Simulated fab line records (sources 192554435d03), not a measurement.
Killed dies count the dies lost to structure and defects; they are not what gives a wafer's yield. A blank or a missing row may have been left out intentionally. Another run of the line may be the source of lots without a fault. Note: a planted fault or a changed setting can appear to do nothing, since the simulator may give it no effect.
Problem report, 8D (eight disciplines) form, completed by code :: flow n5_finfet :: the parts of the form that need people (team, actions taken, sign-off) are left out

## 1. WHAT WENT WRONG
Mean of run_length_s at N5_BEOL_M2_COAT_76: 59.48 s across 3 wafers in 2 lots; on wafers with no fault it is 66.15 s (standard deviation 0.26). Measured from the usual mean, that is -26 standard deviations.
The step: time 60 s, resist thk 5 nm.
First observed at day 8 21:13: wafer L892.3, on litho_track-03. Wafers with a number at this step in the record: 27, from 9 lots. Rule for "out", or "out of limits": more than 4 standard deviations from the usual mean. Any other wafer with a number is counted as sound.

## 2. WHAT IT IS, AND WHAT IT ISN'T
question: which readings at this step
is: run_length_s, heater_power_total_W
is not: -

question: which lots
is: L892, L893
is not: L884, L885, L889, L897, L900, L901, L906

question: which wafers of those lots
is: L892.3, L892.6, L893.6
is not: L892.2, L893.1, L893.5

question: read on which tools
is: litho_track-03
is not: litho_track-04, litho_track-05

question: when
is: from day 8 21:13
is not: up to then (10 sound wafers); but 14 sound wafers of L893, L897, L900, L901, L906 came after

## 3. SUSPECTS, AND WHAT RULES EACH OUT
Counting: a tool at a process step up to the reading stays a suspect if it ran every lot that is out. Sound lots after the first of them don't rule it out here, since some wafers of a struck lot are sound.
- litho_track-03 at N5_BEOL_M2_COAT_76 (time 60 s, resist thk 5 nm): kept. Every lot that is out went through it, the first being L892 (day 8 21:13); the last sound lot it ran before that was L889 (day 8 08:03). Its own readings are out on those wafers: heater_power_total_W, run_length_s.
After counting, what remains is litho_track-03 at N5_BEOL_M2_COAT_76.

## 4. THE CAUSE (what the simulator had put in)
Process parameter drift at N5_BEOL_M2_COAT_76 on litho_track-03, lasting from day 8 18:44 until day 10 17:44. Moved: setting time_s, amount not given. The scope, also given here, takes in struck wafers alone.
Only this tool survived the counting.

## 5. SEQUENCE OF EFFECTS, ordered by route
Rows list readings where the struck wafers' mean (over those with a number) sits beyond 3 standard deviations from the usual. Only readings for which the record gives a usual standard deviation are gone through. hours: the time from each lot's start at the first step in this table that gives one to its start at this step, as a median over the lots. sigmas: the change in usual standard deviations.
hours: 0
step: N5_BEOL_M2_COAT_76
reading: heater_power_total_W
usual: 391.8 W
on struck wafers: 422.5
change: +30.7
sigmas: +24

hours: 0
step: N5_BEOL_M2_COAT_76
reading: run_length_s
usual: 66.15 s
on struck wafers: 59.48
change: -6.67
sigmas: -26
Here are the process steps it includes:
- N5_BEOL_M2_COAT_76: time 60 s, resist thk 5 nm.
Later measuring or inspecting steps at which every struck wafer that the step has a row for has a number for every such reading, and none has moved that far: N5_BEOL_M4_RC_MEAS_101.

## 6. WHAT WOULD HAVE CAUGHT IT SOONER
In this record no reading fell out of limits until day 8 21:13, 2 hours after the fault had begun at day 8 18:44.
